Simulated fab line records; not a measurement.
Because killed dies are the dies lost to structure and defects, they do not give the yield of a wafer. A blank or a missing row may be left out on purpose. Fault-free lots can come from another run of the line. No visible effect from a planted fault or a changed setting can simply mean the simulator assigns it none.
fab line records | flow n5Finfet
record lots=12 wafers=34 lastDay=16
route steps=1938 shown BEOL_M10@1520 PASSIVATION@1936
lots untouched by any fault: they come from a run of this same line in which no faults occurred
startH: start of the lot's first displayed wafer, in hours after the record's first day | waitH: time in hours since the lot's previous step | " unchanged from the row above | L1.1+2: a row that stands for several wafers | - either no value or no given start | * or withheld: withheld | < > ~ a bound
route shown NAME@n: a module of which the file shows steps, and the number in the route of the first | usual: average and standard deviation across the fault-free wafers | same: alike in all rows | chamber/n: place in a boat | sites: per-site readings | _std_site: how widely they spread, as a standard deviation | _edge_site: inner sites' mean taken away from outer sites' mean | radiusMm: for every site, how far away it sits from the centre of the wafer | mask NAME#n: copy n | behind: the last tool/chamber to shape the wafer | hold: reason for holding the lot/hours on hold/outcome of the hold | device: whichever transistor did not switch (one of n, p or np) | end of line: the same wafers' tests at the end of the route | step lacking rows: just its recipe | killed: at the first sort, the dies lost to defects and structure; wafer yield is something else | map: the dies of a wafer, with x for killed, . for not killed, _ for no die there
set.NAME: the setting that was run; set.NAME@STEP: the one run at that earlier step | model.NAME: the simulator's own value behind a step, which no gauge read
one table for each step of the route and one row for each wafer, over a sample of lots
services: when a tool's chamber went out of use (startH, in hours from the record's first day, below 0 if earlier), for how many hours, and the reason
## steps
# step N5_BEOL_M10_CD_MEAS_35
# recipe targetCdNm=70 polarity=opening
# usual cdNm=70.2/0.77
# columns lot.wafer tool chamber startH waitH cdNm
L553.2 cdSem-03 - 223.06 0.0 69.8
L553.5 " - " " 69.5
L553.6 " - " " 69.5
L552.2 cdSem-03 - 226.92 0.0 68.8
L552.4 " - " " 71.2
L552.6 " - " " 69.1
L554.3 cdSem-03 - 229.76 0.0 70.2
L554.4 " - " " 70.1
L554.5 " - " " 69.3
L555.1 cdSem-03 - 238.99 0.0 69.4
L555.2 " - " " 69.3
L555.5 " - " " 69.7
L560.3 cdSem-02 - 270.68 0.0 70.2
L560.5 " - " " 69.1
L560.6 " - " " 69.6
L563.3 cdSem-01 - 280.24 0.0 69.3
L563.6 " - " " 70.8
L562.1 cdSem-03 - 292.99 0.0 69.4
L562.3 " - " " 69.7
L565.2 cdSem-01 - 298.06 0.0 71.7
L565.4 " - " " 71.8
L565.6 " - " " 69.1
L566.2 cdSem-03 - 319.97 0.0 70.4
L566.4 " - " " 70.1
L566.6 " - " " 70.4
L567.1 cdSem-02 - 320.34 0.0 69.8
L567.4 " - " " 70.4
L567.6 " - " " 69.9
L571.4 cdSem-02 - 331.29 0.0 70.6
L571.5 " - " " 69.0
L571.6 " - " " 70.6
L570.1 cdSem-01 - 341.12 0.0 71.4
L570.3 " - " " 70.5
L570.4 " - " " 70.0
# step N5_BEOL_M10_CURE_72
# recipe tempC=370 timeS=120 ambient=DMADMS/He material=SiCOH_lowk
# usual lampPowerPct=52.32/0.055 wafer_temp_C_max=371.7/0.59
# columns lot.wafer tool chamber startH waitH lampPowerPct wafer_temp_C_max
L553.2 uvCure-02 2 223.15 0.1 52.24 372.1
L553.5 " 2 " " 52.25 372.0
L553.6 " 2 " " 52.31 372.4
L552.2 uvCure-03 0 227.10 0.2 52.35 371.8
L552.4 " 0 " " 52.34 371.9
L552.6 " 0 " " 52.24 371.4
L554.3 uvCure-01 2 230.05 0.3 52.33 371.9
L554.4 " 2 " " 52.34 371.8
L554.5 " 2 " " 52.31 371.8
L555.1 uvCure-01 0 239.03 0.0 52.38 372.2
L555.2 " 0 " " 52.36 371.9
L555.5 " 0 " " 52.31 372.1
L560.3 uvCure-02 2 270.92 0.2 52.30 372.3
L560.5 " 2 " " 52.46 372.4
L560.6 " 2 " " 52.35 371.6
L563.3 uvCure-02 0 280.62 0.4 52.23 371.1
L563.6 " 0 " " 52.32 371.0
L562.1 uvCure-02 2 293.25 0.3 52.36 371.7
L562.3 " 2 " " 52.24 372.5
L565.2 uvCure-02 1 298.20 0.1 52.38 371.2
L565.4 " 1 " " 52.38 371.3
L565.6 " 1 " " 52.32 370.9
L566.2 uvCure-03 2 320.06 0.1 52.36 370.7
L566.4 " 2 " " 52.34 370.5
L566.6 " 2 " " 52.39 370.7
L567.1 uvCure-03 1 320.38 0.0 52.35 371.0
L567.4 " 1 " " 52.27 371.2
L567.6 " 1 " " 52.27 371.0
L571.4 uvCure-02 1 331.48 0.2 52.34 371.0
L571.5 " 1 " " 52.28 371.9
L571.6 " 1 " " 52.33 371.4
L570.1 uvCure-01 0 341.16 0.0 52.27 372.7
L570.3 " 0 " " 52.30 372.1
L570.4 " 0 " " 52.37 372.5
# step N5_BEOL_M10_DEGAS_44
# recipe ambient=vacuum tempC=250 timeS=60
# usual heaterPowerW=319/31
# columns lot.wafer tool chamber startH waitH heaterPowerW
L553.2 pvdSputter-01 - 223.54 0.3 274
L553.5 " - " " 369
L553.6 " - " " 336
L552.2 pvdSputter-03 - 227.69 0.5 282
L552.4 " - " " 330
L552.6 " - " " 279
L554.3 pvdSputter-01 - 233.13 3.0 302
L554.4 " - " " 378
L554.5 " - " " 304
L555.1 pvdSputter-01 - 239.69 0.6 311
L555.2 " - " " 335
L555.5 " - " " 281
L560.3 pvdSputter-03 - 272.59 1.6 277
L560.5 " - " " 332
L560.6 " - " " 284
L563.3 pvdSputter-01 - 281.85 1.1 372
L563.6 " - " " 275
L562.1 pvdSputter-03 - 293.60 0.3 324
L562.3 " - " " 320
L565.2 pvdSputter-02 - 298.75 0.4 340
L565.4 " - " " 339
L565.6 " - " " 312
L566.2 pvdSputter-03 - 321.18 1.1 302
L566.4 " - " " 326
L566.6 " - " " 299
L567.1 pvdSputter-03 - 321.42 1.0 328
L567.4 " - " " 278
L567.6 " - " " 305
L571.4 pvdSputter-01 - 332.14 0.6 367
L571.5 " - " " 334
L571.6 " - " " 363
L570.1 pvdSputter-03 - 341.80 0.6 316
L570.3 " - " " 283
L570.4 " - " " 300
# step N5_BEOL_M10_CVD_75
# recipe material=Co targetThkA=20 tempC=withheld precursor=CCTBA/H2 pressureTorr=30 timeS=138.9
# usual runLengthS=161.5/0.49
# columns lot.wafer tool chamber startH waitH runLengthS
L553.2 cvdCo-02 2 224.29 0.1 162.0
L553.5 " 0 " " 162.6
L553.6 " 1 " " 161.6
L552.2 cvdCo-01 2 228.68 0.2 161.4
L552.4 " 0 " " 161.7
L552.6 " 1 " " 161.7
L554.3 cvdCo-01 0 233.82 0.1 161.5
L554.4 " 0 " " 161.3
L554.5 " 1 " " 161.1
L555.1 cvdCo-01 0 241.49 0.0 161.2
L555.2 " 2 " " 160.9
L555.5 " 2 " " 160.7
L560.3 cvdCo-02 2 273.13 0.0 126.9
L560.5 " 0 " " 161.8
L560.6 " 1 " " 161.4
L563.3 cvdCo-02 0 282.31 0.0 127.3
L563.6 " 0 " " 161.7
L562.1 cvdCo-02 2 294.20 0.1 161.6
L562.3 " 1 " " 126.9
L565.2 cvdCo-01 1 299.28 0.1 161.4
L565.4 " 2 " " 160.5
L565.6 " 1 " " 162.1
L566.2 cvdCo-01 1 321.93 0.3 161.5
L566.4 " 2 " " 160.9
L566.6 " 0 " " 162.0
L567.1 cvdCo-01 0 322.08 0.1 161.7
L567.4 " 1 " " 161.2
L567.6 " 2 " " 161.1
L571.4 cvdCo-01 0 332.68 0.1 161.6
L571.5 " 2 " " 161.0
L571.6 " 1 " " 161.0
L570.1 cvdCo-01 0 342.27 0.1 162.0
L570.3 " 2 " " 161.0
L570.4 " 1 " " 161.6
# step N5_PASSIVATION_PROBE_49
# usual defectLimitedYield=91.2/1.5 killed_at_M0_to_M3=31/10 killed_at_M4_up=15/5.9 killedAtContacts=13/6 killedAtFrontEnd=41/11 killedAtOther=4/3.1 killedDies=104/18 killedOnRim=14/4.1 killedOpen=68/13 killedShort=33/8.1 sort_bin_5_function=5.1/1.1 sort_bin_6_memory=3.2/0.69 sort_bin_8_speed=0.01/0.045 sortNPass=1076/18
# same grossDies=1180 killedAtBackSide=0 sort_bin_4_leakage[%]=0
# columns lot.wafer tool chamber startH waitH defectLimitedYield[%] killed_at_M0_to_M3 killed_at_M4_up killedAtContacts killedAtFrontEnd killedAtOther killedDies killedOnRim killedOpen killedShort sort_bin_5_function[%] sort_bin_6_memory[%] sort_bin_8_speed[%] sortNPass
L553.2 prober-02 - 275.52 0.9 93.1 21 12 13 30 5 81 10 56 25 3.6 3.1 0 1099
L553.5 prober-02 - 275.67 1.1 89.4 40 12 23 44 6 125 23 93 31 6.8 3.5 0 1055
L553.6 prober-02 - 275.72 1.1 89.3 42 25 18 41 0 126 15 90 33 6.5 3.9 0 1054
L552.2 prober-01 - 279.54 0.1 91.3 23 6 25 44 5 103 16 68 35 4.7 3.9 0 1077
L552.4 prober-01 - 279.64 0.2 92.7 24 12 12 36 2 86 14 47 36 4.3 2.8 0 1094
L552.6 prober-01 - 279.74 0.3 91.0 32 9 17 45 3 106 15 67 37 5.3 3.4 0 1074
L554.3 prober-02 - 279.75 0.1 92.0 27 15 23 28 1 94 14 64 29 5.2 2.6 0 1086
L554.4 prober-02 - 279.80 0.2 92.7 29 12 15 23 7 86 6 57 28 4.7 2.4 0 1094
L554.5 prober-02 - 279.85 0.2 89.5 38 21 25 35 5 124 21 95 26 6.4 4.0 0 1056
L555.1 prober-01 - 292.22 0.0 90.3 42 13 13 44 3 115 19 84 30 6.2 3.4 0 1065
L555.2 prober-01 - 292.27 0.1 88.6 44 16 18 40 16 134 24 91 42 7.1 4.0 0 1046
L555.5 prober-01 - 292.42 0.2 89.2 41 25 6 44 12 128 13 87 41 6.3 4.2 0 1052
L560.3 prober-02 - 324.48 0.1 89.9 31 10 30 45 3 119 14 75 39 5.9 3.4 0.34 1061
L560.5 prober-02 - 324.58 0.2 93.3 23 9 11 32 4 79 11 54 23 3.2 3.1 0 1101
L560.6 prober-02 - 324.63 0.3 92.4 21 18 10 37 4 90 13 59 27 4.7 2.9 0 1090
L563.3 prober-01 - 329.68 0.1 90.1 25 15 20 55 2 117 11 70 45 6.0 3.6 0 1063
L563.6 prober-01 - 329.83 0.3 90.0 39 18 9 51 1 118 15 74 43 6.4 3.1 0 1062
L562.1 prober-01 - 342.66 0.9 91.7 41 14 11 30 2 98 11 60 37 5.1 2.8 0 1082
L562.3 prober-01 - 342.76 1.0 90.5 49 13 10 38 2 112 18 74 37 5.8 3.2 0.25 1065
L565.2 prober-01 - 345.49 0.1 93.1 26 12 10 28 5 81 15 56 24 4.3 2.3 0 1099
L565.4 prober-01 - 345.59 0.2 89.2 36 19 16 50 6 127 13 85 41 6.2 4.2 0 1053
L565.6 prober-01 - 345.69 0.3 91.7 28 21 0 40 9 98 11 66 32 4.7 3.5 0 1082
L566.2 prober-01 - 364.54 0.1 91.4 35 11 15 38 2 101 14 71 28 4.7 3.4 0 1079
L566.4 prober-01 - 364.64 0.2 89.7 34 18 26 43 1 122 14 85 37 6.9 3.2 0 1058
L566.6 prober-01 - 364.74 0.3 95.5 16 1 7 29 0 53 8 34 19 2.2 2.1 0 1127
L567.1 prober-01 - 372.28 0.0 92.2 28 17 13 28 6 92 12 57 26 3.8 3.0 0 1088
L567.4 prober-01 - 372.43 0.2 92.3 31 14 15 27 4 91 12 52 39 3.9 3.4 0 1089
L567.6 prober-01 - 372.53 0.3 91.8 50 6 3 37 1 97 15 68 29 5.5 2.5 0 1083
L571.4 prober-01 - 381.30 0.2 90.1 33 13 12 51 8 117 20 74 38 6.1 3.1 0 1063
L571.5 prober-01 - 381.35 0.2 89.5 50 7 7 53 7 124 16 72 51 6.0 3.9 0 1056
L571.6 prober-01 - 381.40 0.3 90.8 25 7 6 62 8 108 18 65 43 5.0 3.6 0 1072
L570.1 prober-02 - 394.70 0.0 90.6 27 22 9 50 3 111 20 76 35 5.8 3.2 0 1069
L570.3 prober-02 - 394.80 0.1 91.1 16 17 12 54 6 105 17 62 38 4.7 3.2 0 1075
L570.4 prober-02 - 394.85 0.2 90.3 23 31 11 44 6 115 18 78 37 5.7 3.8 0 1065
# killed by level:class
L553.2 MOL_CONTACT_COAG:geometricParticle:open=10 BEOL_M3:geometricParticle:open=10 BEOL_M0:geometricParticle:open=7 FIN_SAQP:geometricParticle:open=6 STARTING-WAFER:geometricParticle:open=4 STARTING-WAFER:geometricParticle:short=4 FIN_SAQP:geometricParticle:short=3 DUMMY_GATE:geometricParticle:short=3
L553.5 MOL_CONTACT_COAG:geometricParticle:open=19 BEOL_M3:geometricParticle:open=16 FIN_SAQP:geometricParticle:open=13 STI_FIN_REVEAL:geometricParticle:open=8 BEOL_M4:geometricParticle:open=7 FIN_SAQP:geometricParticle:short=5 MOL_CONTACT_COAG:geometricParticle:short=4 BEOL_M0:geometricParticle:open=4
L553.6 BEOL_M3:geometricParticle:open=19 FIN_SAQP:geometricParticle:open=14 MOL_CONTACT_COAG:geometricParticle:open=14 BEOL_M4:geometricParticle:open=11 FIN_SAQP:geometricParticle:short=10 BEOL_M0:geometricParticle:open=6 BEOL_M4:geometricParticle:short=5 STI_FIN_REVEAL:geometricParticle:open=5
L552.2 MOL_CONTACT_COAG:geometricParticle:open=19 DUMMY_GATE:geometricParticle:open=12 BEOL_M0_SAQP:geometricParticle:short=8 STI_FIN_REVEAL:geometricParticle:open=6 MOL_CONTACT_COAG:geometricParticle:short=6 FIN_SAQP:geometricParticle:short=5 FIN_SAQP:geometricParticle:open=5 BEOL_M0_SAQP:geometricParticle:open=5
L552.4 MOL_CONTACT_COAG:geometricParticle:open=9 BEOL_M0_SAQP:geometricParticle:short=9 STI_FIN_REVEAL:geometricParticle:open=7 GATE_CUT:geometricParticle:short=7 BEOL_M0_SAQP:geometricParticle:open=5 DUMMY_GATE:geometricParticle:open=4 STARTING-WAFER:geometricParticle:open=4 FIN_SAQP:geometricParticle:short=3
L552.6 MOL_CONTACT_COAG:geometricParticle:open=14 STI_FIN_REVEAL:geometricParticle:open=13 BEOL_M0_SAQP:geometricParticle:open=11 GATE_CUT:geometricParticle:short=7 BEOL_M0_SAQP:geometricParticle:short=7 FIN_SAQP:geometricParticle:open=6 STI_FIN_REVEAL:geometricParticle:short=5 BEOL_M2:geometricParticle:open=5
L554.3 MOL_CONTACT_COAG:geometricParticle:open=18 DUMMY_GATE:geometricParticle:open=8 BEOL_M4:geometricParticle:open=7 BEOL_M0_SAQP:geometricParticle:short=6 BEOL_M1:geometricParticle:open=6 MOL_CONTACT_COAG:geometricParticle:short=5 BEOL_M4:geometricParticle:short=5 GATE_CUT:geometricParticle:short=4
L554.4 MOL_CONTACT_COAG:geometricParticle:open=13 BEOL_M2:geometricParticle:open=12 BEOL_M0_SAQP:geometricParticle:short=7 FIN_SAQP:geometricParticle:open=5 STI_FIN_REVEAL:geometricParticle:open=5 PAD_METAL:geometricParticle:short=4 FIN_SAQP:geometricParticle:short=3 BEOL_M0_SAQP:geometricParticle:open=3
L554.5 MOL_CONTACT_COAG:geometricParticle:open=22 BEOL_M4:geometricParticle:open=12 STI_FIN_REVEAL:geometricParticle:open=10 BEOL_M1:geometricParticle:open=9 BEOL_M2:geometricParticle:open=9 BEOL_M0_SAQP:geometricParticle:short=7 DUMMY_GATE:geometricParticle:open=6 BEOL_M0_SAQP:geometricParticle:open=6
L555.1 STI_FIN_REVEAL:geometricParticle:open=15 FIN_SAQP:geometricParticle:open=10 MOL_CONTACT_COAG:geometricParticle:open=9 BEOL_M2:geometricParticle:open=8 BEOL_M0_SAQP:geometricParticle:open=8 BEOL_M4:geometricParticle:open=8 BEOL_M3:geometricParticle:open=7 FIN_SAQP:geometricParticle:short=6
L555.2 STI_FIN_REVEAL:geometricParticle:open=17 MOL_CONTACT_COAG:geometricParticle:open=15 BEOL_M4:geometricParticle:open=12 BEOL_M0_SAQP:geometricParticle:short=10 BEOL_M0_SAQP:geometricParticle:open=9 BEOL_M3:geometricParticle:open=8 FIN_SAQP:geometricParticle:open=7 BEOL_M1:geometricParticle:open=5
L555.5 STI_FIN_REVEAL:geometricParticle:open=17 FIN_SAQP:geometricParticle:short=12 BEOL_M4:geometricParticle:open=10 BEOL_M0_SAQP:geometricParticle:short=9 FIN_SAQP:geometricParticle:open=7 BEOL_M0_SAQP:geometricParticle:open=7 BEOL_M3:geometricParticle:open=7 BEOL_M1:geometricParticle:open=6
L560.3 MOL_CONTACT_COAG:geometricParticle:open=23 FIN_SAQP:geometricParticle:open=13 FIN_SAQP:geometricParticle:short=8 MOL_CONTACT_COAG:geometricParticle:short=7 BEOL_M0_SAQP:geometricParticle:open=7 BEOL_M4:geometricParticle:open=5 STARTING-WAFER:geometricParticle:short=5 DUMMY_GATE:geometricParticle:short=4
L560.5 FIN_SAQP:geometricParticle:short=9 BEOL_M3:geometricParticle:open=9 MOL_CONTACT_COAG:geometricParticle:open=9 FIN_SAQP:geometricParticle:open=8 BEOL_M2:geometricParticle:open=5 BEOL_M8:geometricParticle:open=4 DUMMY_GATE:geometricParticle:open=3 GATE_CUT:geometricParticle:short=3
L560.6 FIN_SAQP:geometricParticle:open=12 MOL_CONTACT_COAG:geometricParticle:open=7 DUMMY_GATE:geometricParticle:open=6 BEOL_M3:geometricParticle:open=6 FIN_SAQP:geometricParticle:short=4 BEOL_M1:geometricParticle:short=4 MOL_CONTACT_COAG:geometricParticle:short=3 BEOL_M0_SAQP:geometricParticle:open=3
L563.3 FIN_SAQP:geometricParticle:short=16 MOL_CONTACT_COAG:geometricParticle:open=16 FIN_SAQP:geometricParticle:open=12 GATE_CUT:geometricParticle:short=11 BEOL_M4:geometricParticle:open=8 STI_FIN_REVEAL:geometricParticle:open=5 BEOL_M0_SAQP:geometricParticle:short=5 BEOL_M1:geometricParticle:open=5
L563.6 FIN_SAQP:geometricParticle:short=16 BEOL_M0:geometricParticle:open=12 GATE_CUT:geometricParticle:short=9 FIN_SAQP:geometricParticle:open=8 MOL_CONTACT_COAG:geometricParticle:open=8 BEOL_M3:geometricParticle:open=7 BEOL_M2:geometricParticle:open=6 STI_FIN_REVEAL:geometricParticle:open=5
L562.1 BEOL_M2:geometricParticle:open=11 BEOL_M0_SAQP:geometricParticle:short=10 FIN_SAQP:geometricParticle:open=9 MOL_CONTACT_COAG:geometricParticle:open=9 BEOL_M0_SAQP:geometricParticle:open=8 STARTING-WAFER:geometricParticle:short=7 BEOL_M0:geometricParticle:open=6 BEOL_M4:geometricParticle:open=6
L562.3 BEOL_M2:geometricParticle:open=15 FIN_SAQP:geometricParticle:open=12 BEOL_M0_SAQP:geometricParticle:open=12 FIN_SAQP:geometricParticle:short=8 BEOL_M2:geometricParticle:short=7 MOL_CONTACT_COAG:geometricParticle:open=6 BEOL_M0_SAQP:geometricParticle:short=6 MOL_CONTACT_COAG:geometricParticle:short=4
L565.2 MOL_CONTACT_COAG:geometricParticle:open=8 BEOL_M2:geometricParticle:open=8 STI_FIN_REVEAL:geometricParticle:open=7 BEOL_M2:geometricParticle:short=7 FIN_SAQP:geometricParticle:open=6 BEOL_M0:geometricParticle:open=6 BEOL_M4:geometricParticle:open=5 STI_FIN_REVEAL:geometricParticle:short=4
L565.4 FIN_SAQP:geometricParticle:open=17 BEOL_M2:geometricParticle:open=17 MOL_CONTACT_COAG:geometricParticle:open=13 FIN_SAQP:geometricParticle:short=10 STI_FIN_REVEAL:geometricParticle:open=8 BEOL_M0_SAQP:geometricParticle:short=6 BEOL_M5:geometricParticle:open=5 SPACER0:geometricParticle:open=3
L565.6 FIN_SAQP:geometricParticle:open=11 FIN_SAQP:geometricParticle:short=9 BEOL_M0_SAQP:geometricParticle:open=9 BEOL_M4:geometricParticle:open=9 BEOL_M2:geometricParticle:open=7 BEOL_M0_SAQP:geometricParticle:short=5 BEOL_M5:geometricParticle:open=5 STI_FIN_REVEAL:geometricParticle:open=4
L566.2 MOL_CONTACT_COAG:geometricParticle:open=13 BEOL_M3:geometricParticle:open=10 STI_FIN_REVEAL:geometricParticle:open=9 DUMMY_GATE:geometricParticle:open=7 BEOL_M4:geometricParticle:open=6 BEOL_M0_SAQP:geometricParticle:open=5 FIN_SAQP:geometricParticle:open=4 STI_FIN_REVEAL:geometricParticle:short=4
L566.4 MOL_CONTACT_COAG:geometricParticle:open=21 FIN_SAQP:geometricParticle:open=13 BEOL_M3:geometricParticle:open=9 BEOL_M4:geometricParticle:open=9 STI_FIN_REVEAL:geometricParticle:open=8 BEOL_M0_SAQP:geometricParticle:open=6 GATE_CUT:geometricParticle:short=5 MOL_CONTACT_COAG:geometricParticle:short=5
L566.6 STI_FIN_REVEAL:geometricParticle:open=6 MOL_CONTACT_COAG:geometricParticle:open=6 BEOL_M3:geometricParticle:open=6 STARTING-WAFER:geometricParticle:short=5 FIN_SAQP:geometricParticle:open=3 FIN_CUT:geometricParticle:open=3 ILD0:geometricParticle:short=3 BEOL_M0_SAQP:geometricParticle:short=3
L567.1 BEOL_M1:geometricParticle:open=11 BEOL_M4:geometricParticle:open=10 HKMG_FIN:areaEtch=9 MOL_CONTACT_COAG:geometricParticle:short=7 MOL_CONTACT_COAG:geometricParticle:open=6 DUMMY_GATE:geometricParticle:open=5 MIM_TOP:geometricParticle:open=4 STI_FIN_REVEAL:geometricParticle:open=3
L567.4 BEOL_M0_SAQP:geometricParticle:short=12 MOL_CONTACT_COAG:geometricParticle:open=10 BEOL_M4:geometricParticle:open=10 BEOL_M0_SAQP:geometricParticle:open=8 FIN_SAQP:geometricParticle:short=7 STI_FIN_REVEAL:geometricParticle:open=5 MOL_CONTACT_COAG:geometricParticle:short=5 STARTING-WAFER:geometricParticle:open=5
L567.6 BEOL_M0_SAQP:geometricParticle:open=19 BEOL_M0_SAQP:geometricParticle:short=9 STI_FIN_REVEAL:geometricParticle:open=8 BEOL_M3:geometricParticle:open=7 FIN_SAQP:geometricParticle:short=6 BEOL_M1:geometricParticle:open=6 FIN_SAQP:geometricParticle:open=5 BEOL_M2:geometricParticle:open=4
L571.4 BEOL_M0_SAQP:geometricParticle:open=11 DUMMY_GATE:geometricParticle:open=10 MOL_CONTACT_COAG:geometricParticle:open=9 FIN_SAQP:geometricParticle:open=7 STI_FIN_REVEAL:geometricParticle:open=7 BEOL_M4:geometricParticle:open=6 BEOL_M0_SAQP:geometricParticle:short=5 BEOL_M2:geometricParticle:open=5
L571.5 FIN_SAQP:geometricParticle:short=14 BEOL_M0_SAQP:geometricParticle:short=11 BEOL_M0_SAQP:geometricParticle:open=11 FIN_SAQP:geometricParticle:open=9 BEOL_M2:geometricParticle:open=9 STI_FIN_REVEAL:geometricParticle:open=8 BEOL_M3:geometricParticle:open=7 MOL_CONTACT_COAG:geometricParticle:open=5
L571.6 FIN_SAQP:geometricParticle:short=15 FIN_SAQP:geometricParticle:open=11 BEOL_M2:geometricParticle:open=10 STI_FIN_REVEAL:geometricParticle:open=9 DUMMY_GATE:geometricParticle:open=7 PASS1_CAP:geometricParticle:open=5 MOL_CONTACT_COAG:geometricParticle:open=4 ILD0:geometricParticle:short=4
L570.1 FIN_SAQP:geometricParticle:open=15 BEOL_M4:geometricParticle:open=12 FIN_SAQP:geometricParticle:short=9 MOL_CONTACT_COAG:geometricParticle:open=9 STI_FIN_REVEAL:geometricParticle:open=7 BEOL_M2:geometricParticle:open=7 BEOL_M0_SAQP:geometricParticle:short=7 GATE_CUT:geometricParticle:open=5
L570.3 FIN_SAQP:geometricParticle:open=16 FIN_SAQP:geometricParticle:short=9 MOL_CONTACT_COAG:geometricParticle:open=9 STI_FIN_REVEAL:geometricParticle:open=7 BEOL_M3:geometricParticle:open=7 BEOL_M4:geometricParticle:open=6 STARTING-WAFER:geometricParticle:short=5 HKMG_FIN:areaEtch=5
L570.4 BEOL_M4:geometricParticle:open=19 FIN_SAQP:geometricParticle:open=18 MOL_CONTACT_COAG:geometricParticle:open=8 FIN_SAQP:geometricParticle:short=7 BEOL_M2:geometricParticle:open=6 GATE_CUT:geometricParticle:short=4 BEOL_M0_SAQP:geometricParticle:open=4 BEOL_M4:geometricParticle:short=4
## services
# columns tool chamber startH hours kind
uvCure-01 - 206.76 1.3 repair
cvdCo-02 - 209.48 1.7 repair
uvCure-01 - 213.61 7.5 pm
cvdCo-01 2 213.79 12.7 repair
cvdCo-02 0 215.00 7.3 repair
cvdCo-01 - 234.55 6.9 pm
uvCure-03 - 248.82 2.5 repair
uvCure-03 - 263.64 1.7 repair
cvdCo-02 1 266.42 5.5 repair
cvdCo-01 - 271.69 0.7 repair
uvCure-02 - 276.57 3.8 repair
uvCure-03 - 286.01 7.5 pm
cvdCo-02 - 293.14 0.9 repair
uvCure-01 - 299.53 14.6 pm
cvdCo-02 1 333.33 - clean
cvdCo-02 1 333.33 22.0 scheduledDown
cvdCo-02 1 333.33 22.0 ventCycle
## key
firstSign step=N5_BEOL_M10_CVD_75 reading=runLengthS direction=down sigmas=70 usual=* struck=*
effect none on later readings
metAt N5_BEOL_M10_CVD_75
struckLots L560,L562,L563
struckWafers L560.3,L562.3,L563.3
notActingAt N5_BEOL_M10_CD_MEAS_35,N5_BEOL_M10_CURE_72,N5_BEOL_M10_DEGAS_44
onsetBetween 224.29 273.13
fault kind=processParameterDrift tool=cvdCo-02 chamber=- onsetH=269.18 steps=N5_BEOL_M10_CVD_75 channel=timeS offset=* shape=step endH=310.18 scope=struckWafersOnly actsIn=* stated=*
